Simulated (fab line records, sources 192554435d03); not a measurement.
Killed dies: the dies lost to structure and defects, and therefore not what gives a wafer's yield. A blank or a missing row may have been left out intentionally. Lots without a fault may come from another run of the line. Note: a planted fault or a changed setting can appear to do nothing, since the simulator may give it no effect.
Chamber matching -- flow n5Finfet -- N5_SPACER0_ALD_00 on aldSin-04 has 4 sister chambers
The step deposits SiOCN, target thk 3.5 nm, pulse time 3 s, purge time 2 s. 8 wafers are shown with their chamber, then 8 later ones without.

WAFERS, EACH WITH ITS CHAMBER
wafer,chamber,heaterPowerW (W),precursorPulseHeightRel
L090.6,3,792,1.033
L091.2,0,837,1.017
L091.3,1,853,1.033
L091.5,3,821,0.976
L093.1,0,854,0.992
L093.5,1,817,1.001
L093.6,2,899,0.991
L095.1,2,896,1.014

WAFERS MISSING THEIR CHAMBER
wafer,heaterPowerW (W),precursorPulseHeightRel
L095.3,813,0.994
L095.5,909,0.985
L096.2,845,0.995
L096.4,934,1.036
L096.6,898,1.010
L097.2,828,1.023
L097.3,850,0.967
L097.4,820,1.002

WHICH CHAMBER EACH ONE RAN IN
wafer,from the rows above,in truth
L095.3,can't be placed: 3 or 1 or 0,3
L095.5,2,2
L096.2,can't be placed: 0 or 1 or 3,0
L096.4,2,2
L096.6,2,2
L097.2,can't be placed: 1 or 0 or 3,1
L097.3,can't be placed: 0 or 1 or 3 or 2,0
L097.4,can't be placed: 3 or 1 or 0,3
Placed correctly: 3 of 8. Unplaceable from these rows: 5, with the true chamber sitting among the candidates in 5. Number placed wrongly: 0.
How it was worked out, from the rows above alone: a wafer's distance from a chamber is the root of the sum, over the readings, of the square of ((its reading less the chamber's mean) divided by the reading's scatter). The wafer belongs to the nearest chamber; if the next one is less than 2 further off, it can't be placed. The mean given for a chamber averages the wafers shown for that chamber. The scatter: the root of (the sum of the squares of (reading less its chamber's mean) over the shown wafers, divided by (wafers less chambers)).
